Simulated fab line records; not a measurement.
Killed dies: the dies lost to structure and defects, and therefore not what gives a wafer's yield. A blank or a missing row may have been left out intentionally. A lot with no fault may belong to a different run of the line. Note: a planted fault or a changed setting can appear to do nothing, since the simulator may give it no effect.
fab line records	flow n5Finfet
[record] lots = 9	wafers = 27	lastDay = 18
route steps=1938 shown BEOL_M0_SAQP@659 BEOL_M4@1111 PASSIVATION@1936
lots with no fault: from the same line, run without faults
startH: the number of hours between the record's first day and the start of the first shown wafer of the lot	waitH: time in hours since the lot's previous step	" repeats the value in the row above	L1.1+2: several wafers, shown together as one row	- no value, or no start was given	* or withheld: withheld	< > ~ a bound
route shown NAME@n: NAME is a module with steps in the file, n the number in the route of the first one	usual: mean/standard deviation of fault-free wafers	same: alike in all rows	chamber/n: place in a boat	sites: the reading at each site	_std_site: the standard deviation of these	_edge_site: inner sites' mean taken away from outer sites' mean	radiusMm: how far each site lies from the wafer's centre	mask NAME#n: copy n	behind: the last tool/chamber to shape the wafer	hold: what put the lot on hold/how long, in hours/how the hold closed	device: the n, p or np transistor that did not switch	end of line: at the end of the route, the tests of the same wafers	for a step that has no rows: nothing shown but its recipe	killed: dies lost to structure and defects at the first sort, not the wafer's yield	map: dies across one wafer; x = killed, . = not, _ = none there
set.NAME: setting as actually run; set.NAME@STEP: the setting as run at that earlier step	model.NAME: the simulator's own value behind a step, which no gauge read
route steps across a sampled set of lots; one table per step, one row per wafer
services: the hour from which a tool's chamber was out of use, counted from the record's first day as startH (under 0 if before that day), plus the number of hours and why
[[steps]]
[step N5_BEOL_M0_SAQP_STRIP_86]
[recipe] chemistry = N2/H2	powerW = 500	tempC = 40	pressureMtorr = 50	rfFrequencyHz = 6e+07	overashFraction = 0.3	biasPowerW = 28	h2Frac = 0.5	n2FlowSccm = 300	h2FlowSccm = 300
[usual] drypumpMotorCurrentA = 5.8/0.37	oesProductAu = 0.78/0.089	rfVppV = 122.0/1.5	showerheadPlenumPTorr = 3.36/0.11	throttleValvePct = 19.0/0.42
lot.wafer	tool	chamber	startH	waitH	drypumpMotorCurrentA	oesProductAu	rfHoursCounterH	rfVppV	showerheadPlenumPTorr	throttleValvePct
L181.2	rieDiel-04	0	113.32	0.1	5.8	0.94	9	120.6	3.31	18.3
L181.3	"	2	"	"	6.1	0.68	239	123.3	3.45	19.6
L181.6	"	0	"	"	5.8	0.93	-	120.3	3.31	18.4
L182.3	rieDiel-06	2	116.29	0.3	5.5	0.76	136	119.9	3.25	19.4
L182.4	"	0	"	"	5.5	0.71	192	120.0	3.48	19.7
L182.6	"	3	"	"	6.4	0.71	-	121.7	3.22	18.4
L185.3	rieDiel-06	3	133.16	0.1	6.4	0.72	188	121.4	3.22	18.4
L185.4	"	0	"	"	5.5	0.70	196	121.0	3.47	19.7
L185.5	"	0	"	"	5.5	0.71	-	120.9	3.47	19.8
L186.1	rieDiel-03	3	139.19	0.2	6.6	0.84	79	121.2	3.25	18.5
L186.3	"	2	"	"	5.3	1.00	1	123.9	3.44	18.9
L186.5	"	0	"	"	5.6	0.72	-	120.2	3.46	18.7
L197.1	rieDiel-06	1	208.38	0.5	6.0	0.74	154	120.9	3.23	19.3
L197.3	"	2	"	"	5.5	0.75	162	122.1	3.23	19.5
L197.4	"	0	"	"	5.5	0.68	219	122.4	3.46	19.8
L200.1	rieDiel-06	1	218.83	0.1	5.9	0.75	156	120.4	3.23	19.3
L200.3	"	2	"	"	5.4	0.74	165	122.3	3.23	19.5
L200.5	"	1	"	"	5.9	0.74	-	120.2	3.23	19.3
L201.1	rieDiel-04	2	227.82	0.1	6.1	0.93	17	122.6	3.43	19.2
L201.2	"	1	"	"	5.7	0.72	181	120.2	3.48	18.9
L201.4	"	0	"	"	5.8	0.87	45	122.2	3.29	18.4
L202.2	rieDiel-04	2	239.14	0.1	6.1	0.92	20	122.5	3.43	19.2
L202.4	"	3	"	"	5.7	0.84	77	123.4	3.54	18.8
L202.6	"	2	"	"	6.1	0.93	-	123.3	3.43	19.2
L204.4	rieDiel-03	1	242.69	0.1	5.9	0.70	217	119.4	3.31	19.1
L204.5	"	3	"	"	6.6	0.80	-	121.7	3.24	18.6
L204.6	"	0	"	"	5.6	0.98	-	121.9	3.44	18.4
[step N5_BEOL_M0_SAQP_ETCH_101]
[recipe] chemistry = CH3F/O2	target = SiNx	maskMaterial = SiO2	targetDepthA = 299	timeS = 42.7	pressureMtorr = 30	sourceW = 395	biasW = 73	Ar_flow_sccm = 150	CH3F_flow_sccm = 30	O2_flow_sccm = 20	ionEnergyEv = 120
[usual] CH3F_flow_sccm = 30.00/0.084	O2_flow_sccm = 20.00/0.057	drypumpMotorCurrentA = 5.8/0.34	oes_f_703_au = 0.78/0.088	oesProductAu = 0.79/0.091	rfVppV = 298.6/2.8	showerheadPlenumPTorr = 2.00/0.074	throttleValvePct = 16.38/0.27
[same] timeS = 42.7
lot.wafer	tool	chamber	startH	waitH	CH3F_flow_sccm	O2_flow_sccm	drypumpMotorCurrentA	oes_f_703_au	oesProductAu	rfHoursCounterH	rfVppV	showerheadPlenumPTorr	throttleValvePct
L181.2	rieDiel-04	0	114.83	0.0	29.95	19.98	5.7	0.94	0.95	10	292.3	1.97	15.88
L181.3	"	2	"	"	29.97	19.97	6.1	0.69	0.69	239	298.1	2.05	16.62
L181.6	"	2	"	"	29.78	20.05	6.1	0.68	0.69	-	299.9	2.05	16.63
L182.3	rieDiel-06	3	117.64	0.0	29.97	20.08	6.4	0.72	0.72	183	300.5	1.91	16.14
L182.4	"	0	"	"	29.82	20.03	5.5	0.71	0.71	192	301.6	2.08	16.86
L182.6	"	2	"	"	30.06	19.99	5.5	0.76	0.77	-	298.4	1.93	16.58
L185.3	rieDiel-04	2	134.51	0.0	30.10	20.09	6.0	0.67	0.68	244	298.5	2.05	16.65
L185.4	"	3	"	"	30.10	20.03	5.7	0.87	0.88	46	296.2	2.12	16.15
L185.5	"	0	"	"	29.87	20.08	5.7	0.94	0.94	-	292.5	1.97	15.91
L186.1	rieDiel-03	1	140.43	0.0	30.01	19.97	5.9	0.72	0.73	187	300.8	1.99	16.40
L186.3	"	3	"	"	30.01	19.98	6.6	0.80	0.83	79	298.3	1.94	16.35
L186.5	"	2	"	"	30.04	19.97	5.3	0.97	1.00	-	304.6	2.05	16.20
L197.1	rieDiel-04	1	209.84	0.0	29.99	19.97	5.7	0.73	0.73	176	298.6	2.08	16.51
L197.3	"	2	"	"	29.91	19.96	6.0	0.95	0.95	11	298.7	2.04	16.18
L197.4	"	0	"	"	29.91	19.97	5.8	0.89	0.87	40	294.4	1.96	15.95
L200.1	rieDiel-06	0	220.06	0.0	29.86	20.06	5.5	0.69	0.69	221	303.0	2.07	16.95
L200.3	"	2	"	"	30.05	20.03	5.4	0.72	0.74	165	296.5	1.92	16.63
L200.5	"	3	"	"	30.06	20.05	6.3	0.69	0.70	-	301.3	1.90	16.20
L201.1	rieDiel-04	3	229.07	0.0	29.85	20.01	5.7	0.83	0.83	73	295.9	2.11	16.23
L201.2	"	0	"	"	29.82	19.99	5.7	0.87	0.86	45	292.2	1.96	15.96
L201.4	"	1	"	"	29.94	19.86	5.6	0.73	0.72	182	297.4	2.08	16.54
L202.2	rieDiel-06	0	240.60	0.3	29.86	19.95	5.5	0.69	0.68	228	301.9	2.07	16.96
L202.4	"	2	"	"	29.84	20.06	5.5	0.73	0.73	173	298.0	1.92	16.64
L202.6	"	0	"	"	29.78	19.96	5.5	0.69	0.69	-	300.4	2.07	16.93
L204.4	rieDiel-06	2	243.91	0.0	30.01	19.98	5.5	0.72	0.74	174	296.2	1.92	16.64
L204.5	"	2	"	"	30.03	19.97	5.5	0.72	0.74	-	297.3	1.92	16.66
L204.6	"	1	"	"	30.08	20.01	5.9	0.75	0.74	-	299.9	1.91	16.55
[step N5_BEOL_M0_SAQP_ETCH_106]
[recipe] chemistry = N2/H2	target = SOC	targetDepthA = 1500	stopOn = SiNx	ionEnergyEv = 100	biasW = 61	pressureMtorr = 30	sourceW = 850	n2FlowSccm = 200	h2FlowSccm = 200
[usual] biasW = 61.01/0.17	chamberPressureMTorr = 29.997/0.028	drypumpMotorCurrentA = 5.8/0.38	oesProductAu = 0.77/0.084	rfVppV = 240.6/1.4	showerheadPlenumPTorr = 2.54/0.089	throttleValvePct = 17.83/0.29
lot.wafer	tool	chamber	startH	waitH	biasW	chamberPressureMTorr	drypumpMotorCurrentA	oesProductAu	rfHoursCounterH	rfVppV	showerheadPlenumPTorr	throttleValvePct
L181.2	rieDiel-04	0	115.64	-	60.95	30.004	5.8	0.93	10	240.4	2.50	17.32
L181.3	"	2	"	"	60.79	29.975	6.1	0.68	239	240.7	2.61	18.22
L181.6	"	1	"	"	60.84	30.062	5.7	0.74	-	242.8	2.65	17.90
L182.3	rieDiel-03	0	118.31	-	60.75	30.018	5.5	0.71	218	242.2	2.62	17.69
L182.4	"	1	"	"	60.93	29.961	5.9	0.73	-	239.6	2.52	17.84
L182.6	"	3	"	"	60.83	29.957	6.6	0.82	-	240.1	2.46	17.69
L185.3	rieDiel-04	3	135.17	-	-	-	-	-	-	-	-	-
L185.4	"	1	"	"	-	-	-	-	-	-	-	-
L185.5	"	0	"	"	-	-	-	-	-	-	-	-
L186.1	rieDiel-04	0	141.15	-	-	-	-	-	-	-	-	-
L186.3	"	1	"	"	-	-	-	-	-	-	-	-
L186.5	"	2	"	"	-	-	-	-	-	-	-	-
L197.1	rieDiel-06	2	210.50	-	61.34	30.005	5.5	0.73	163	239.6	2.44	18.15
L197.3	"	3	"	"	60.98	30.060	6.4	0.69	211	238.3	2.42	17.59
L197.4	"	1	"	"	61.39	30.026	5.9	0.74	154	238.8	2.44	18.06
L200.1	rieDiel-03	3	220.93	-	61.16	30.025	6.6	0.78	100	239.3	2.45	17.73
L200.3	"	1	"	"	61.13	30.013	5.9	0.71	210	240.9	2.51	17.89
L200.5	"	0	"	"	61.20	29.922	5.5	0.69	-	243.1	2.61	17.75
L201.1	rieDiel-06	1	229.73	-	61.06	29.960	5.9	0.74	160	239.7	2.44	18.07
L201.2	"	2	"	"	61.23	30.021	5.5	0.72	169	240.9	2.44	18.16
L201.4	"	3	"	"	61.21	29.993	6.4	0.69	217	238.2	2.42	17.58
L202.2	rieDiel-04	3	241.27	-	60.79	29.962	5.7	0.82	77	243.7	2.68	17.69
L202.4	"	0	"	"	61.13	29.995	5.8	0.85	49	240.2	2.48	17.40
L202.6	"	3	"	"	61.14	30.003	5.7	0.82	-	241.8	2.68	17.68
L204.4	rieDiel-03	1	244.74	-	61.27	29.951	5.9	0.70	218	239.0	2.51	17.90
L204.5	"	1	"	"	61.16	30.017	5.9	0.70	-	241.1	2.51	17.89
L204.6	"	2	"	"	60.89	30.020	5.2	0.89	-	241.3	2.60	17.78
[step N5_BEOL_M0_SAQP_CD_MEAS_29]
[recipe] targetCdNm = 14.4	landingEnergyEv = 1000	detector = seInlens
[usual] cdNm = 14.97/0.23
[same] landingEnergyEv = 1000
lot.wafer	tool	chamber	startH	waitH	cdNm
L181.2	cdSem-02	0	116.74	0.1	14.99
L181.3	"	0	"	"	15.00
L181.6	"	0	"	"	14.95
L182.3	cdSem-02	0	119.36	0.1	15.02
L182.4	"	0	"	"	14.82
L182.6	"	0	"	"	15.06
L185.3	cdSem-03	0	136.64	0.1	14.83
L185.4	"	0	"	"	15.24
L185.5	"	0	"	"	15.19
L186.1	cdSem-02	0	142.20	0.1	14.91
L186.3	"	0	"	"	15.14
L186.5	"	0	"	"	15.07
L197.1	cdSem-02	0	211.56	0.1	14.65
L197.3	"	0	"	"	15.24
L197.4	"	0	"	"	14.83
L200.1	cdSem-02	0	222.20	0.1	15.08
L200.3	"	0	"	"	15.12
L200.5	"	0	"	"	15.20
L201.1	cdSem-01	0	230.96	0.1	15.12
L201.2	"	0	"	"	15.12
L201.4	"	0	"	"	14.90
L202.2	cdSem-01	0	242.33	0.1	14.41
L202.4	"	0	"	"	14.95
L202.6	"	0	"	"	14.91
L204.4	cdSem-02	0	246.00	0.1	14.76
L204.5	"	0	"	"	14.68
L204.6	"	0	"	"	14.85
[step N5_BEOL_M4_RC_MEAS_101]
[usual] DIBL_N = 35.8/1.4	DIBL_P = 35.8/1.6	IOFF_N = 0.152/0.021	IOFF_P = 0.204/0.027	ION_N = 672/8.7	ION_P = 461/6.2	SS_N = 71.5/0.54	SS_P = 73.1/0.57	VT_N = 250.0/2.5	VT_P = -250.6/2.7
lot.wafer	tool	chamber	startH	waitH	DIBL_N[mV/V]	DIBL_P[mV/V]	IOFF_N[nA/um]	IOFF_P[nA/um]	ION_N[uA/um]	ION_P[uA/um]	SS_N[mV/dec]	SS_P[mV/dec]	VT_N[mV]	VT_P[mV]
L181.2	prober-01	0	184.26	0.2	35.2	35.6	0.168	0.230	678	466	71.2	72.4	247.5	-248.2
L181.3	"	0	"	"	33.2	33.7	0.141	0.197	680	463	70.2	72.3	251.0	-248.5
L181.6	"	0	"	"	34.6	34.7	0.152	0.206	673	463	71.4	73.0	249.4	-247.2
L182.3	prober-01	0	192.44	0.3	36.7	38.0	0.175	0.212	683	463	72.8	73.2	251.0	-252.0
L182.4	"	0	"	"	35.8	37.4	0.163	0.192	692	462	72.6	72.9	249.6	-252.6
L182.6	"	0	"	"	35.3	36.7	0.156	0.185	680	461	72.0	72.8	250.9	-254.4
L197.1	prober-02	0	269.62	0.0	34.4	35.1	0.130	0.181	669	459	71.3	72.5	252.1	-254.1
L197.3	"	0	"	"	34.2	34.7	0.122	0.163	657	454	70.9	72.5	253.9	-255.6
L197.4	"	0	"	"	34.6	34.9	0.126	0.170	659	455	71.3	72.5	254.7	-256.3
L201.1	prober-02	0	299.63	0.0	33.6	34.9	0.132	0.169	659	453	70.6	72.8	252.8	-251.8
L201.2	"	0	"	"	34.1	35.2	0.138	0.173	663	460	70.7	72.7	249.9	-253.6
L201.4	"	0	"	"	33.5	34.8	0.126	0.167	671	455	70.5	73.0	252.3	-254.0
L200.1	prober-02	0	302.21	0.0	34.4	32.6	0.107	0.163	665	465	71.2	72.1	252.2	-253.7
L200.3	"	0	"	"	37.6	37.1	0.159	0.227	670	465	71.1	73.9	249.6	-247.9
L200.5	"	0	"	"	36.8	35.8	0.135	0.200	660	457	72.2	73.2	253.0	-249.8
L202.2	prober-01	0	308.32	0.2	37.1	36.6	0.175	0.236	681	469	71.5	73.4	250.5	-247.9
L202.4	"	0	"	"	37.5	37.4	0.194	0.260	680	468	71.4	74.0	246.3	-245.3
L202.6	"	0	"	"	37.0	37.1	0.192	0.255	692	478	70.6	73.7	244.7	-246.4
L204.4	prober-01	0	309.90	0.5	35.5	34.8	0.152	0.199	663	452	72.0	72.9	249.4	-251.6
L204.5	"	0	"	"	36.2	35.3	0.175	0.220	669	461	72.1	72.5	246.1	-247.8
L204.6	"	0	"	"	35.4	34.3	0.147	0.200	670	460	71.0	72.5	251.8	-249.4
[step N5_PASSIVATION_PROBE_49]
[usual] defectLimitedYield = 91.6/1.4	killed_at_M0_to_M3 = 33/9.7	killed_at_M4_up = 13/5.4	killedAtContacts = 13/6.6	killedAtFrontEnd = 36/11	killedAtOther = 3.9/3	killedDies = 99/16	killedOnRim = 13/3.8	killedOpen = 66/12	killedShort = 32/7.9	sort_bin_5_function = 4.9/0.9	sort_bin_6_memory = 3.2/0.67	sortNPass = 1081/16	sortYieldPct = 91.6/1.4
[same] grossDies = 1180	killedAtBackSide = 0	sort_bin_4_leakage[%] = 0	sort_bin_8_speed[%] = 0
lot.wafer	tool	chamber	startH	waitH	defectLimitedYield[%]	killed_at_M0_to_M3	killed_at_M4_up	killedAtContacts	killedAtFrontEnd	killedAtOther	killedDies	killedOnRim	killedOpen	killedShort	sort_bin_5_function[%]	sort_bin_6_memory[%]	sortNPass	sortYieldPct[%]
L185.3	prober-01	-	309.20	0.5	0	1108	11	7	54	0	1180	152	67	38	96.2	3.1	0	0
L185.4	prober-01	-	309.25	0.6	0	1127	9	9	34	1	1180	152	74	21	97.5	2.3	0	0
L185.5	prober-01	-	309.30	0.6	0	1114	16	11	37	2	1180	152	73	27	97.1	2.6	0	0
L186.1	prober-02	-	313.88	0.0	0	1116	26	13	24	1	1180	152	62	20	96.4	3.4	0	0
L186.3	prober-02	-	313.98	0.1	0	1126	8	8	36	2	1180	152	54	24	97.1	2.5	0	0
L186.5	prober-02	-	314.08	0.2	0	1110	26	8	29	7	1180	152	76	22	96.8	3.1	0	0
L197.1	prober-01	-	370.92	0.0	89.1	67	4	8	49	1	129	17	75	54	6.6	3.7	1051	89.1
L197.3	prober-01	-	371.02	0.1	91.9	45	6	6	35	3	95	13	56	39	4.1	3.6	1085	91.9
L197.4	prober-01	-	371.07	0.2	91.7	53	6	8	31	0	98	7	69	28	4.8	3.1	1082	91.7
// killed by level:class
L185.3 BEOL_M0_SAQP:areaEtch=1071 DUMMY_GATE:geometricParticle:open=10 FIN_SAQP:geometricParticle:open=9 BEOL_M0:geometricParticle:short=8 STI_FIN_REVEAL:geometricParticle:open=7 MOL_CONTACT_COAG:geometricParticle:open=7 BEOL_M2:geometricParticle:open=7 GATE_CUT:geometricParticle:short=6
L185.4 BEOL_M0_SAQP:areaEtch=1084 BEOL_M0_SAQP:geometricParticle:open=20 FIN_SAQP:geometricParticle:open=10 STI_FIN_REVEAL:geometricParticle:open=9 BEOL_M1:geometricParticle:open=8 BEOL_M0_SAQP:geometricParticle:short=7 MOL_CONTACT_COAG:geometricParticle:open=6 BEOL_M3:geometricParticle:open=5
L185.5 BEOL_M0_SAQP:areaEtch=1075 DUMMY_GATE:geometricParticle:open=13 BEOL_M0:geometricParticle:short=11 MOL_CONTACT_COAG:geometricParticle:open=10 FIN_SAQP:geometricParticle:open=8 STI_FIN_REVEAL:geometricParticle:open=7 BEOL_M0_SAQP:geometricParticle:open=7 BEOL_M3:geometricParticle:open=6
L186.1 BEOL_M0_SAQP:areaEtch=1097 MOL_CONTACT_COAG:geometricParticle:open=11 STI_FIN_REVEAL:geometricParticle:open=8 BEOL_M4:geometricParticle:open=8 BEOL_M0_SAQP:geometricParticle:short=6 FIN_SAQP:geometricParticle:open=5 BEOL_M3:geometricParticle:open=4 BEOL_M5:geometricParticle:open=4
L186.3 BEOL_M0_SAQP:areaEtch=1102 BEOL_M3:geometricParticle:open=9 FIN_SAQP:geometricParticle:short=8 STI_FIN_REVEAL:geometricParticle:open=8 MOL_CONTACT_COAG:geometricParticle:open=8 STI_FIN_REVEAL:geometricParticle:short=5 BEOL_M4:geometricParticle:open=5 DUMMY_GATE:geometricParticle:open=4
L186.5 BEOL_M0_SAQP:areaEtch=1080 FIN_SAQP:geometricParticle:open=11 BEOL_M1:geometricParticle:open=10 BEOL_M4:geometricParticle:open=10 MOL_CONTACT_COAG:geometricParticle:open=7 BEOL_M2:geometricParticle:open=7 BEOL_M5:geometricParticle:open=5 BEOL_M3:geometricParticle:open=4
L197.1 BEOL_M0_SAQP:geometricParticle:short=29 BEOL_M0_SAQP:geometricParticle:open=18 STI_FIN_REVEAL:geometricParticle:open=14 FIN_SAQP:geometricParticle:open=7 MOL_CONTACT_COAG:geometricParticle:open=6 FIN_SAQP:geometricParticle:short=5 GATE_CUT:geometricParticle:open=5 BEOL_M1:geometricParticle:open=5
L197.3 BEOL_M0_SAQP:geometricParticle:short=12 BEOL_M1:geometricParticle:open=10 STI_FIN_REVEAL:geometricParticle:open=9 GATE_CUT:geometricParticle:short=7 BEOL_M0_SAQP:geometricParticle:open=6 BEOL_M2:geometricParticle:open=6 MOL_CONTACT_COAG:geometricParticle:open=5 FIN_SAQP:geometricParticle:open=4
L197.4 BEOL_M0_SAQP:geometricParticle:open=20 BEOL_M0_SAQP:geometricParticle:short=11 STI_FIN_REVEAL:geometricParticle:open=8 GATE_CUT:geometricParticle:open=7 MOL_CONTACT_COAG:geometricParticle:open=7 BEOL_M2:geometricParticle:open=7 BEOL_M1:geometricParticle:open=6 FIN_SAQP:geometricParticle:open=5
[[services]]
tool	chamber	startH	hours	kind
rieDiel-06	-	106.40	2.8	pm
rieDiel-04	3	108.80	7.5	repair
rieDiel-03	2	112.96	-	clean
rieDiel-03	2	112.96	-	consumableReplace:focusRing
rieDiel-03	2	112.96	21.8	scheduledDown
rieDiel-03	2	112.96	21.8	ventCycle
rieDiel-04	1	146.38	8.4	repair
rieDiel-04	2	154.91	-	clean
rieDiel-04	2	154.91	-	consumableReplace:focusRing
rieDiel-04	2	154.91	19.6	scheduledDown
rieDiel-04	2	154.91	19.6	ventCycle
rieDiel-04	3	195.40	5.2	repair
rieDiel-04	-	207.32	0.2	repair
rieDiel-03	0	226.00	-	clean
rieDiel-03	0	226.00	-	consumableReplace:focusRing
rieDiel-03	0	226.00	14.0	scheduledDown
rieDiel-03	0	226.00	14.0	ventCycle
[[key]]
[firstSign] step = N5_BEOL_M0_SAQP_ETCH_106	reading = toolRecord	direction = missing
[effect] step = N5_PASSIVATION_PROBE_49	reading = killed_at_M0_to_M3	direction = up	sigmas = 99+	usual = 33	struck = 1117
[moreKillsBornAt] N5_BEOL_M0_SAQP_ETCH_106@rieDiel-04 = 6509
metAt N5_BEOL_M0_SAQP_ETCH_106
struckLots L185,L186
laterRowsLeftOut L185.3,L185.4,L185.5,L186.1,L186.3,L186.5
notActingAt N5_BEOL_M0_SAQP_STRIP_86,N5_BEOL_M0_SAQP_ETCH_101,N5_BEOL_M0_SAQP_CD_MEAS_29
onsetBetween 115.64 135.17
[fault] kind = skippedStepWhole	tool = rieDiel-04	chamber = -	onsetH = 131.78	steps = N5_BEOL_M0_SAQP_ETCH_106	scope = struckLotsOnly
// laterRowsLeftOut: the simulator's readings of these wafers behind a module that went badly wrong aren't trusted and aren't shown, but for the sort
